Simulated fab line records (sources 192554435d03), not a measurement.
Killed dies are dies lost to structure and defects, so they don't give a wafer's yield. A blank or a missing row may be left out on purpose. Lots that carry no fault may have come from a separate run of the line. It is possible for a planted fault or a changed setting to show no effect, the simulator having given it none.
Which tool is to blame? | flow n5Finfet | at 1 step of a route of 1938, 11 lots with 31 wafers sampled

WHAT EACH GAUGE READ, for each wafer
N5_GATE_CUT_OVL_MEAS_14. Usual: GATE_CUT_OVL -0.1 nm, standard deviation 0.64.
lot  | measured     | on         | GATE_CUT_OVL (nm) | flag
L799 | day 5 08:01  | overlay-02 | -0.5 0.7 -0.5     | 
L800 | day 5 13:25  | overlay-01 | -0.6 -0.2 -0.5    | 
L801 | day 5 18:53  | overlay-02 | 0.7 0.6 0.7       | 
L803 | day 6 05:43  | overlay-02 | 0.0 -0.4 -0.7     | 
L804 | day 6 11:43  | overlay-02 | 0.4 1.0 0.9       | 
L812 | day 8 14:44  | overlay-01 | -1.0 -1.2 -0.1    | 
L815 | day 9 06:04  | overlay-02 | 0.5 0.8           | 
L816 | day 9 16:20  | overlay-01 | 0.1 -0.2 0.6      | 
L817 | day 9 19:14  | overlay-02 | -0.3 -0.5 -0.5    | 
L818 | day 9 22:58  | overlay-01 | -0.1 -1.6         | 
L819 | day 10 07:05 | overlay-02 | 0.7 0.2 0.4       | 

TOOL THAT RAN EACH LOT (tool first, then ch and the chambers of the sampled wafers, then the start)
No process step before these readings appears in the record.

WHAT THE TOOLS THEMSELVES READ (means of the sampled wafers that have a number; where no wafer has one, the mark that the record gives instead)
The record holds no such reading with a usual standard deviation.

THE ANSWER, worked out from the rows above alone
Rule: lot off if the mean of its wafers having a number is beyond 3 standard deviations from the usual mean. A lot without any number at a reading at which 4 lots or more have one is off too. The other lots that the step has rows for count as sound. After the gauges, taken in route order, come the tools' own readings; for these a lot's mean is taken, as printed above. At the first step where some lot is off, the reading lying furthest off is the one used; lots without a number count as furthest.
Nothing can be told from this: no lot is off at any reading shown.

WHAT WAS PUT IN BY THE SIMULATOR
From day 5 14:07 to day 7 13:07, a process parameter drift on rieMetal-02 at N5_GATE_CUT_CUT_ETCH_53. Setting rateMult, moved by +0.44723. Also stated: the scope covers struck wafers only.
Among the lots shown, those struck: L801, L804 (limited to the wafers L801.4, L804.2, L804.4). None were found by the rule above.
